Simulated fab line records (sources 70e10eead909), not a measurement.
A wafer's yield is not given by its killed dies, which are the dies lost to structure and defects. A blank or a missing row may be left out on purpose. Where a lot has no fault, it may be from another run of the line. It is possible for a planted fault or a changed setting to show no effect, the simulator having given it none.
fab line records	flow nandHarc	part 1 of 2: steps 1 to 4 of 6
record: lots: 21	wafers: 63	lastDay: 34
route steps=1302 shown A_CHANNEL_HOLE_D2@587 A_CHANNEL_FILL_D2@620
lots with no fault: from the same line, run without faults
startH: hours from the record's opening day to when the first of the lot's shown wafers began	waitH: time in hours since the lot's previous step	" unchanged from the row above	L1.1+2: several wafers, shown together as one row	- no value present, or no start provided	* or withheld: withheld	< > ~ a bound
route shown NAME@n: NAME is a module with steps in the file, n the number in the route of the first one	usual: average and standard deviation across the fault-free wafers	same: alike in all rows	chamber/n: place in a boat	sites: readings site by site	_std_site: how widely they spread, as a standard deviation	_edge_site: mean of outer sites minus mean of inner sites	radiusMm: how far each site lies from the wafer's centre	mask NAME#n: copy n	behind: the last tool/chamber to shape the wafer	hold: why the lot went on hold/how many hours it stayed there/how the hold came to an end	device: transistor that didn't switch, given as n, p or np	end of line: the route-end tests of the same wafers	a step with no rows: only its recipe	killed: count of dies lost to structure and defects at first sort (not the wafer's yield)	map: a wafer's dies, marking killed ones x, the rest . and places with no die _
set.NAME: the setting the step ran with; set.NAME@STEP: the setting that earlier step ran with	model.NAME: the simulator's own value behind a step, which no gauge read
steps of the route over a sample of lots; a table a step, a row a wafer
services: from which hour (startH, from the record's first day; less than 0 if before it) a tool's chamber was out of use, for how many hours, and why
== steps ==
step: NHARC_A_CHANNEL_HOLE_D2_ETCH_39
recipe: targetDepthA: 2600	overEtchFrac: 0.3	timeS: 325	ionEnergyEv: 200	n2FlowSccm: 150	h2FlowSccm: 150	arFlowSccm: 0	rfW: 400	biasW: 150	chemistry: N2/H2
usual: drypumpMotorCurrentA: 5.7/0.5	oesProductAu: 1.000/0.014	rfVppV: 432.3/2.6	showerheadPlenumPTorr: 2.10/0.092	throttleValvePct: 14.171/0.0093
lot.wafer	tool	chamber	startH	waitH	drypumpMotorCurrentA	oesProductAu	rfHoursCounterH	rfVppV	showerheadPlenumPTorr	throttleValvePct
L074.2	rieDiel-04	0	-	-	4.9	1.019	3.7	429.2	2.00	14.172
L074.1	"	1	"	"	5.9	0.984	3.7	435.0	2.18	14.183
L074.6	"	3	"	"	5.4	0.997	-	430.5	2.00	14.164
L076.4	rieDiel-08	3	-	-	6.3	1.000	5.2	433.9	2.14	14.167
L076.3	"	0	"	"	5.6	0.999	6.7	435.1	2.20	14.175
L076.5	"	3	"	"	6.2	0.990	-	435.0	2.14	14.165
L075.2	rieDiel-09	2	-	-	6.7	1.000	8.5	426.8	1.99	14.174
L075.1	"	3	"	"	5.3	0.983	10.8	434.3	2.15	14.180
L075.6	"	2	"	"	6.7	0.991	-	428.7	1.99	14.174
L077.1	rieDiel-04	2	-	-	5.4	0.989	5.8	433.5	2.19	14.175
L077.2	"	3	"	"	5.5	1.000	5.7	429.1	2.00	14.172
L077.4	"	0	"	"	4.9	1.015	5.7	429.8	2.00	14.164
L078.2	rieDiel-08	3	-	-	6.3	0.991	6.3	433.6	2.14	14.165
L078.6	"	1	"	"	5.9	0.993	-	427.6	1.93	14.180
L078.5	"	3	"	"	6.2	0.990	-	432.7	2.14	14.186
L079.4	rieDiel-04	2	-	-	5.4	0.989	7.3	433.7	2.19	14.158
L079.3	"	3	"	"	5.5	1.004	6.8	428.3	2.00	14.163
L079.2	"	0	"	"	4.9	1.020	6.8	430.8	2.00	14.165
L080.2	rieDiel-04	1	-	-	5.8	1.001	7.5	433.4	2.17	14.175
L080.4	"	3	"	"	5.5	0.989	7.1	430.1	2.00	14.171
L080.6	"	1	"	"	5.8	0.999	-	434.0	2.17	14.171
L081.1	rieDiel-09	0	-	-	5.9	1.029	1.9	432.5	2.15	14.186
L081.5	"	3	"	"	5.3	0.985	-	433.3	2.15	14.184
L081.6	"	0	"	"	5.9	1.028	-	434.3	2.15	14.168
L083.1	rieDiel-08	0	-	-	5.6	1.005	0.1	433.7	2.20	14.155
L083.3	"	3	"	"	6.3	0.983	0.1	434.4	2.14	14.179
L083.5	"	1	"	"	5.9	0.988	-	426.6	1.93	14.181
L082.4	rieDiel-09	3	-	-	5.3	0.979	4.7	432.9	2.15	14.169
L082.1	"	2	"	"	6.7	0.988	3.6	430.4	1.98	14.183
L082.5	"	0	"	"	5.8	1.036	-	432.9	2.15	14.166
L085.2	rieDiel-08	0	-	-	5.6	1.012	1.5	435.0	2.20	14.153
L085.3	"	1	"	"	5.9	0.989	1.8	427.9	1.93	14.178
L085.5	"	0	"	"	5.6	1.016	-	435.5	2.20	14.168
L086.4	rieDiel-09	3	-	-	5.3	0.982	5.5	432.3	2.15	14.187
L086.2	"	0	"	"	5.9	1.035	5.0	433.3	2.15	14.157
L086.5	"	2	"	"	6.7	0.994	-	429.2	1.98	14.168
L090.3	rieDiel-04	1	-	-	5.9	0.976	3.9	435.1	2.17	14.161
L090.1	"	2	"	"	5.4	1.008	3.8	433.3	2.18	14.164
L090.5	"	3	"	"	5.5	0.992	-	429.5	2.00	14.164
L089.1	rieDiel-08	2	-	-	6.5	1.001	6.0	432.0	2.11	14.159
L089.5	"	0	"	"	5.5	1.015	-	434.6	2.20	14.170
L089.6	"	1	"	"	5.9	0.994	-	426.9	1.93	14.166
L091.4	rieDiel-09	1	-	-	5.2	1.015	7.3	435.3	2.20	14.171
L091.6	"	1	"	"	5.2	1.004	-	433.6	2.20	14.169
L091.5	"	2	"	"	6.7	1.004	-	429.5	1.98	14.181
L093.2	rieDiel-09	1	-	-	5.2	0.999	8.4	434.0	2.20	14.180
L093.5	"	0	"	"	5.8	1.037	-	432.9	2.15	14.164
L093.6	"	1	"	"	5.2	1.007	-	434.3	2.20	14.181
L092.1	rieDiel-04	0	-	-	4.9	1.013	5.1	429.9	2.00	14.185
L092.3	"	2	"	"	5.4	0.994	4.8	433.5	2.18	14.170
L092.5	"	0	"	"	4.9	1.005	-	428.4	2.00	14.177
L094.3	rieDiel-08	0	-	-	5.6	1.011	5.8	433.9	2.20	14.177
L094.2	"	2	"	"	6.5	1.003	6.9	434.5	2.11	14.146
L094.5	"	3	"	"	6.3	0.982	-	434.6	2.14	14.168
L096.4	rieDiel-04	1	-	-	5.9	0.985	6.5	434.6	2.17	14.162
L096.1	"	2	"	"	5.4	1.006	6.6	433.6	2.18	14.177
L096.6	"	1	"	"	5.8	0.986	-	434.1	2.17	14.170
L095.1	rieDiel-09	0	-	-	5.9	1.031	0.6	432.9	2.15	14.185
L095.4	"	2	"	"	6.7	0.979	1.0	428.1	1.98	14.166
L095.6	"	1	"	"	5.2	1.009	-	437.6	2.19	14.184
L097.2	rieDiel-04	2	-	-	5.4	0.988	6.7	435.5	2.18	14.165
L097.3	"	3	"	"	5.5	0.995	7.2	428.4	2.00	14.165
L097.4	"	0	"	"	4.9	1.007	7.1	429.6	2.00	14.172
step: NHARC_A_CHANNEL_HOLE_D2_ETCH_19
recipe: biasV: 1200	sourceW: 2500	pressureMtorr: 15	timeS: 34.5	arFlowSccm: 375	c4f8FlowSccm: 28.8	o2FlowSccm: 96.2	tempC: -20	targetDepthA: *	chemistry: C4F8/O2/Ar
usual: c4f8FlowSccm: 28.80/0.094	drypumpMotorCurrentA: 5.9/0.52	heBacksideLeakSccm: 6.0/0.58	showerheadPlenumPTorr: 3.72/0.13	tempC: -20.01/0.1	throttleValvePct: 37.038/0.0095
lot.wafer	tool	chamber	startH	waitH	c4f8FlowSccm	drypumpMotorCurrentA	heBacksideLeakSccm	rfHoursCounterH	showerheadPlenumPTorr	tempC	throttleValvePct
L074.1	harEtch-02	1	287.03	0.1	28.87	6.5	6.4	356	3.74	-20.04	37.032
L074.2	"	0	"	"	28.88	5.9	6.8	356	3.52	-19.88	37.053
L074.6	"	0	"	"	28.87	5.9	6.7	-	3.51	-19.87	37.054
L076.4	harEtch-02	0	305.73	0.1	28.54	5.8	6.6	-	3.51	-19.89	37.058
L076.3	"	1	"	"	28.98	6.6	6.4	-	3.74	-20.12	37.020
L076.5	"	1	"	"	28.86	6.6	8.2	-	3.74	-20.08	37.026
L075.1	harEtch-01	0	306.52	0.1	28.82	5.7	5.4	156	3.74	-20.16	37.037
L075.2	"	1	"	"	28.84	5.0	5.8	156	3.71	-20.15	37.042
L075.6	"	1	"	"	28.76	5.0	6.1	-	3.71	-20.06	37.043
L077.2	harEtch-01	0	324.52	2.8	28.86	5.8	5.5	168	3.73	-19.94	37.032
L077.1	"	1	"	"	28.88	5.0	8.1	168	3.70	-19.95	37.027
L077.4	"	1	"	"	28.79	5.0	6.0	-	3.70	-19.92	37.025
L078.2	harEtch-02	0	326.33	2.8	28.82	5.8	6.8	367	3.51	-20.06	37.025
L078.5	"	0	"	"	28.83	5.8	6.9	-	3.51	-20.18	37.037
L078.6	"	1	"	"	28.86	6.5	6.8	-	3.73	-19.93	37.036
L079.2	harEtch-02	0	339.22	0.1	28.82	5.8	6.9	375	3.50	-19.84	37.045
L079.4	"	1	"	"	28.84	6.6	6.4	-	3.73	-20.09	37.028
L079.3	"	0	"	"	28.69	5.8	6.7	-	3.50	-19.97	37.029
L080.2	harEtch-01	1	341.62	0.1	29.00	5.0	6.2	179	3.70	-20.00	37.026
L080.4	"	1	"	"	28.92	5.0	6.2	-	3.70	-20.11	37.040
L080.6	"	0	"	"	28.76	5.8	5.7	-	3.73	-20.06	37.033
L081.1	harEtch-02	1	359.66	0.5	28.86	6.5	6.7	390	3.72	-20.09	37.038
L081.5	"	1	"	"	28.64	6.5	6.6	-	3.72	-19.90	37.036
L081.6	"	0	"	"	28.78	5.8	6.9	-	3.50	-19.99	37.028
L083.1	harEtch-01	1	378.67	0.1	28.57	5.0	6.4	202	3.68	-20.14	37.042
L083.3	"	0	"	"	28.71	5.7	5.5	-	3.71	-20.08	37.030
L083.5	"	0	"	"	28.73	5.7	5.5	-	3.71	-19.90	37.027
L082.1	harEtch-02	0	379.39	0.1	28.72	5.9	7.2	402	3.49	-20.08	37.046
L082.4	"	0	"	"	28.75	5.9	7.1	-	3.49	-20.26	37.030
L082.5	"	1	"	"	28.74	6.5	6.5	-	3.71	-20.23	37.046
L085.2	harEtch-01	1	397.98	2.2	28.77	5.1	6.2	214	3.68	-19.97	37.040
L085.3	"	0	"	"	28.84	5.7	5.6	-	3.70	-19.97	37.043
L085.5	"	0	"	"	28.81	5.8	5.7	-	3.70	-19.93	37.049
L086.2	harEtch-02	1	408.90	5.6	28.73	6.5	5.6	8	3.71	-20.04	37.033
L086.4	"	1	"	"	28.78	6.6	5.6	-	3.71	-20.06	37.037
L086.5	"	0	"	"	28.75	5.8	5.6	-	3.98	-19.96	37.045
L090.1	harEtch-02	1	460.89	2.5	28.87	6.5	5.6	34	3.69	-20.01	37.043
L090.3	"	0	"	"	28.82	5.9	5.8	-	3.97	-20.24	37.022
L090.5	"	0	"	"	28.74	5.9	5.6	-	3.96	-20.07	37.046
L089.1	harEtch-01	1	462.13	3.0	28.72	5.1	6.4	252	3.66	-19.99	37.042
L089.5	"	1	"	"	28.78	5.0	6.2	-	3.66	-20.07	37.046
L089.6	"	0	"	"	28.77	5.8	5.6	-	3.68	-19.79	37.040
L091.4	harEtch-02	1	465.09	3.4	28.89	6.5	5.6	-	3.69	-20.05	37.048
L091.5	"	0	"	"	28.71	5.9	5.8	-	3.96	-19.93	37.046
L091.6	"	1	"	"	28.83	6.5	5.5	-	3.69	-20.12	37.009
L093.2	harEtch-01	1	477.70	0.1	28.91	5.1	6.5	264	3.65	-19.97	37.036
L093.5	"	1	"	"	28.93	5.0	6.6	-	3.65	-19.95	37.026
L093.6	"	0	"	"	28.90	5.8	5.7	-	3.68	-20.14	37.052
L092.1	harEtch-02	1	485.86	6.3	28.87	6.6	5.6	50	3.68	-19.83	37.046
L092.3	"	0	"	"	28.92	5.9	5.8	-	3.96	-20.06	37.039
L092.5	"	0	"	"	28.89	5.9	5.8	-	3.96	-20.04	37.048
L094.2	harEtch-02	1	494.34	0.1	28.77	6.5	5.6	54	3.68	-20.07	37.032
L094.3	"	0	"	"	28.92	5.9	5.6	-	3.95	-20.10	37.038
L094.5	"	0	"	"	28.92	5.8	5.7	-	3.95	-19.96	37.041
L095.1	harEtch-02	1	514.74	0.1	28.79	6.5	5.5	65	3.68	-20.04	37.021
L095.4	"	0	"	"	28.82	5.9	5.8	-	3.95	-20.22	37.042
L095.6	"	1	"	"	28.80	6.6	5.5	-	3.68	-20.05	37.046
L096.1	harEtch-01	0	514.77	0.1	28.77	5.7	5.7	290	3.66	-19.96	37.042
L096.4	"	0	"	"	28.79	5.7	5.8	-	3.66	-20.16	37.026
L096.6	"	0	"	"	28.87	5.7	5.7	-	3.66	-19.98	37.034
L097.2	harEtch-02	1	518.90	3.8	28.86	6.5	5.7	69	3.67	-19.90	37.036
L097.4	"	1	"	"	28.63	6.6	5.6	-	3.67	-19.81	37.031
L097.3	"	0	"	"	28.88	5.9	5.6	-	3.95	-20.20	37.044
step: NHARC_A_CHANNEL_HOLE_D2_ETCH_24
recipe: biasV: 5000	sourceW: withheld	pressureMtorr: 20	timeS: 906.2	arFlowSccm: 375	c4f8FlowSccm: 93.8	o2FlowSccm: 31.2	tempC: -20	targetDepthA: 15000	chemistry: C4F8/O2/Ar
usual: c4f8FlowSccm: 93.84/0.27	drypumpMotorCurrentA: 5.9/0.52	heBacksideLeakSccm: 6.1/0.65	showerheadPlenumPTorr: 3.68/0.13	tempC: -19.99/0.1	throttleValvePct: 32.237/0.0094
lot.wafer	tool	chamber	startH	waitH	c4f8FlowSccm	drypumpMotorCurrentA	heBacksideLeakSccm	rfHoursCounterH	showerheadPlenumPTorr	tempC	throttleValvePct
L074.1	harEtch-02	1	289.17	0.6	93.64	6.6	6.6	358	3.69	-19.99	32.241
L074.2	"	0	"	"	93.78	5.8	6.8	358	3.48	-19.92	32.221
L074.6	"	0	"	"	93.28	5.8	6.9	-	3.48	-19.91	32.223
L076.4	harEtch-02	0	308.06	0.6	93.83	5.9	7.1	-	3.47	-19.93	32.228
L076.3	"	1	"	"	93.80	6.5	6.8	-	3.69	-20.03	32.237
L076.5	"	1	"	"	93.66	6.5	6.2	-	3.69	-20.16	32.247
L075.1	harEtch-01	0	308.64	0.6	93.66	5.8	5.4	159	3.69	-19.89	32.249
L075.2	"	1	"	"	93.91	5.0	6.1	159	3.66	-19.98	32.235
L075.6	"	1	"	"	93.54	5.0	6.1	-	3.66	-19.91	32.229
L077.2	harEtch-01	0	326.65	0.6	94.10	5.8	5.4	170	3.68	-20.18	32.226
L077.1	"	1	"	"	94.17	5.0	6.0	170	3.66	-19.96	32.238
L077.4	"	1	"	"	93.86	5.0	6.1	-	3.66	-20.09	32.244
L078.2	harEtch-02	0	328.44	0.6	94.12	5.8	6.7	370	3.47	-20.03	32.248
L078.5	"	0	"	"	94.04	5.8	6.8	-	3.47	-19.75	32.248
L078.6	"	1	"	"	94.15	6.6	6.5	-	3.69	-20.00	32.251
L079.2	harEtch-02	0	341.45	0.6	94.13	5.9	6.7	377	3.47	-20.11	32.240
L079.4	"	1	"	"	93.63	6.5	6.8	-	3.68	-20.07	32.244
L079.3	"	0	"	"	94.23	5.8	6.9	-	3.47	-20.08	32.241
L080.2	harEtch-01	1	343.76	0.6	93.85	5.1	6.2	182	3.65	-20.06	32.224
L080.4	"	1	"	"	93.86	5.0	6.2	-	3.65	-20.23	32.226
L080.6	"	0	"	"	93.69	5.7	5.5	-	3.68	-20.15	32.245
L081.1	harEtch-02	1	361.80	0.6	93.62	6.6	6.7	392	3.67	-20.04	32.242
L081.5	"	1	"	"	93.62	6.6	6.8	-	3.67	-19.95	32.247
L081.6	"	0	"	"	94.00	5.8	7.2	-	3.46	-20.20	32.231
L083.1	harEtch-01	1	380.93	0.6	93.89	5.1	6.4	204	3.64	-20.04	32.221
L083.3	"	0	"	"	93.93	5.7	5.9	-	3.67	-19.82	32.258
L083.5	"	0	"	"	93.58	5.7	10.2	-	3.66	-19.77	32.238
L082.1	harEtch-02	0	381.64	0.6	93.87	5.9	6.9	404	3.45	-19.88	32.236
L082.4	"	0	"	"	94.18	5.9	7.1	-	3.45	-19.89	32.233
L082.5	"	1	"	"	93.39	6.5	6.9	-	3.67	-19.96	32.239
L085.2	harEtch-01	1	400.23	0.6	94.19	5.0	6.5	216	3.63	-19.91	32.226
L085.3	"	0	"	"	94.00	5.7	5.6	-	3.66	-19.96	32.238
L085.5	"	0	"	"	93.94	5.7	5.5	-	3.66	-19.95	32.239
L086.2	harEtch-02	1	411.15	0.6	94.55	6.5	5.4	10	3.66	-19.99	32.224
L086.4	"	1	"	"	94.49	6.5	5.5	-	3.66	-20.08	32.242
L086.5	"	0	"	"	93.52	5.8	5.6	-	3.92	-19.99	32.215
L090.1	harEtch-02	1	463.14	0.6	93.88	6.6	5.4	36	3.65	-19.90	32.224
L090.3	"	0	"	"	93.37	5.8	6.0	-	3.91	-19.98	32.250
L090.5	"	0	"	"	93.85	5.8	5.7	-	3.91	-20.08	32.235
L089.1	harEtch-01	1	464.28	0.6	93.74	5.0	6.6	254	3.61	-19.74	32.246
L089.5	"	1	"	"	93.82	5.0	6.5	-	3.61	-19.90	32.252
L089.6	"	0	"	"	93.77	5.8	5.9	-	3.64	-20.02	32.242
L091.4	harEtch-02	1	467.56	0.6	94.06	6.6	5.4	-	3.64	-20.08	32.237
L091.5	"	0	"	"	94.08	5.9	6.0	-	3.91	-19.88	32.228
L091.6	"	1	"	"	93.72	6.5	5.5	-	3.64	-20.04	32.229
L093.2	harEtch-01	1	479.84	0.6	93.88	5.0	6.6	266	3.61	-20.07	32.244
L093.5	"	1	"	"	93.95	5.0	6.4	-	3.61	-19.83	32.218
L093.6	"	0	"	"	94.07	5.8	6.0	-	3.63	-19.93	32.243
L092.1	harEtch-02	1	487.99	0.6	93.52	6.6	5.6	52	3.64	-19.93	32.225
L092.3	"	0	"	"	93.97	5.9	5.7	-	3.90	-20.04	32.223
L092.5	"	0	"	"	93.60	5.8	5.7	-	3.90	-20.05	32.248
L094.2	harEtch-02	1	496.59	0.6	93.39	6.6	5.5	56	3.64	-19.91	32.242
L094.3	"	0	"	"	93.86	5.9	5.5	-	3.90	-19.99	32.225
L094.5	"	0	"	"	93.73	5.9	5.7	-	3.90	-20.04	32.229
L095.1	harEtch-02	1	516.87	0.6	94.09	6.5	5.6	67	3.63	-20.11	32.225
L095.4	"	0	"	"	93.53	5.8	5.6	-	3.89	-20.02	32.236
L095.6	"	1	"	"	93.98	6.5	5.4	-	3.63	-20.01	32.241
L096.1	harEtch-01	0	516.90	0.6	93.40	5.8	6.1	292	3.62	-20.07	32.251
L096.4	"	0	"	"	93.56	5.7	6.2	-	3.62	-20.02	32.234
L096.6	"	0	"	"	93.57	5.8	6.0	-	3.62	-20.04	32.228
L097.2	harEtch-02	1	521.04	0.6	93.80	6.6	5.6	71	3.63	-20.03	32.243
L097.4	"	1	"	"	94.13	6.5	5.6	-	3.63	-19.98	32.230
L097.3	"	0	"	"	93.92	5.8	5.8	-	3.89	-19.85	32.232
step: NHARC_A_CHANNEL_FILL_D2_ETCHBACK_20
recipe: targetDepthA: 270	timeS: 13.5	c4f8FlowSccm: withheld	o2FlowSccm: 8	arFlowSccm: withheld	rfW: 600	biasW: 1500	chemistry: C4F8/O2/Ar
usual: oesProductAu: 0.989/0.025	rfVppV: 978/4.3
lot.wafer	tool	chamber	startH	waitH	oesProductAu	rfHoursCounterH	rfVppV
L074.1	rieDiel-06	3	318.78	-	1.015	0	972
L074.2	"	0	"	"	1.022	0	977
L074.6	"	2	"	"	0.997	-	977
L076.3	rieDiel-02	1	335.84	-	1.012	21	978
L076.4	"	2	"	"	1.006	21	972
L076.5	"	3	"	"	1.005	-	987
L075.2	rieDiel-01	2	335.85	-	0.942	3	977
L075.1	"	1	"	"	0.922	2	975
L075.6	"	3	"	"	0.947	-	979
L077.2	rieDiel-01	0	355.67	-	1.015	3	988
L077.4	"	1	"	"	0.991	3	974
L077.1	"	3	"	"	1.011	3	980
L078.2	rieDiel-02	0	355.67	-	0.991	23	983
L078.5	"	0	"	"	0.984	-	983
L078.6	"	1	"	"	0.998	-	979
L079.2	rieDiel-06	2	371.25	-	0.992	1	978
L079.3	"	3	"	"	0.983	1	973
L079.4	"	0	"	"	0.988	1	977
L080.4	rieDiel-01	2	371.25	-	1.002	4	977
L080.2	"	1	"	"	0.993	4	976
L080.6	"	3	"	"	1.004	-	979
L081.1	rieDiel-06	2	389.85	-	0.929	2	978
L081.5	"	3	"	"	0.929	-	973
L081.6	"	0	"	"	0.938	-	974
L083.3	rieDiel-06	3	410.61	-	1.014	2	973
L083.1	"	1	"	"	1.009	3	981
L083.5	"	3	"	"	1.017	-	974
L082.1	rieDiel-01	0	410.61	-	0.993	0	988
L082.4	"	2	"	"	1.002	0	976
L082.5	"	0	"	"	1.004	-	987
L085.3	rieDiel-06	0	430.20	-	0.998	3	975
L085.2	"	2	"	"	0.996	3	979
L085.5	"	0	"	"	1.012	-	977
L086.2	rieDiel-06	0	439.31	-	0.936	4	974
L086.4	"	3	"	"	0.931	3	972
L086.5	"	1	"	"	0.927	-	982
L089.1	rieDiel-01	1	493.68	-	0.970	2	975
L089.5	"	3	"	"	0.988	-	980
L089.6	"	0	"	"	0.967	-	987
L090.3	rieDiel-06	0	493.68	-	1.011	0	975
L090.1	"	1	"	"	1.006	0	981
L090.5	"	2	"	"	0.992	-	979
L091.4	rieDiel-06	0	501.11	-	1.006	0	976
L091.5	"	2	"	"	0.983	-	979
L091.6	"	3	"	"	1.006	-	973
L093.2	rieDiel-06	3	507.49	-	1.006	0	972
L093.6	"	1	"	"	1.007	-	980
L093.5	"	2	"	"	0.987	-	977
L092.3	rieDiel-06	2	516.49	-	0.999	1	977
L092.1	"	3	"	"	1.006	1	972
L092.5	"	3	"	"	1.006	-	972
L094.3	rieDiel-06	2	524.34	-	0.955	1	977
L094.2	"	3	"	"	0.974	1	972
L094.5	"	1	"	"	0.977	-	981
L095.4	rieDiel-02	0	547.64	-	0.996	28	982
L095.1	"	2	"	"	1.003	28	972
L095.6	"	1	"	"	1.017	-	978
L097.4	rieDiel-06	1	547.65	-	1.004	1	981
L097.3	"	2	"	"	0.980	1	977
L097.2	"	3	"	"	1.004	1	972
L096.4	rieDiel-01	3	547.66	-	1.002	3	981
L096.1	"	0	"	"	1.011	4	988
L096.6	"	1	"	"	0.994	-	977
